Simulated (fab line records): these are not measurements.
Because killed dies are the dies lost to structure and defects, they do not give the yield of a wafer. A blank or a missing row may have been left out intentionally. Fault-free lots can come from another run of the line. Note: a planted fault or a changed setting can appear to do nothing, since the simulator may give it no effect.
Matching of chambers | flow nand_harc | 3 sister chambers for NHARC_A_CONTACT_DEP_29 on pecvd-02
The step deposits SiON, target thk 70 nm. 3 wafers are shown with their chamber, then 7 later ones without.

== WAFERS PAIRED WITH THEIR CHAMBERS ==
wafer  | chamber | heater_power_w (W)
L453.4 | 1       | 583
L457.1 | 0       | 723
L457.3 | 2       | 779

== WAFERS WITHOUT THEIR CHAMBER ==
wafer  | heater_power_w (W)
L457.6 | 798
L461.2 | 558
L461.4 | 850
L461.5 | 545
L463.1 | 900
L463.2 | 636
L463.3 | 676

== CHAMBER TAKEN BY EACH ==
wafer  | from the rows above          | in truth
L457.6 | can't be placed: 2 or 0      | 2
L461.2 | 1                            | 1
L461.4 | can't be placed: 2 or 0      | 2
L461.5 | 1                            | 1
L463.1 | can't be placed: 2 or 0      | 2
L463.2 | can't be placed: 1 or 0 or 2 | 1
L463.3 | can't be placed: 0 or 1 or 2 | 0
Correct placement for 2 of the 7. Not placeable from these rows: 5 (in 5, the candidates include the true chamber). Placed wrongly: 0.
How it was worked out, from the rows above alone: a wafer's distance from a chamber is the root of the sum, over the readings, of the square of ((its reading less the chamber's mean) divided by the reading's scatter). If the next closest chamber is less than 2 further off than the closest, the wafer can't be placed; otherwise it belongs to the closest. For every chamber, the mean is computed from those of its wafers that are shown. The scatter: root of mean squared gap, hidden wafer to nearest shown wafer, with one shown wafer a chamber.
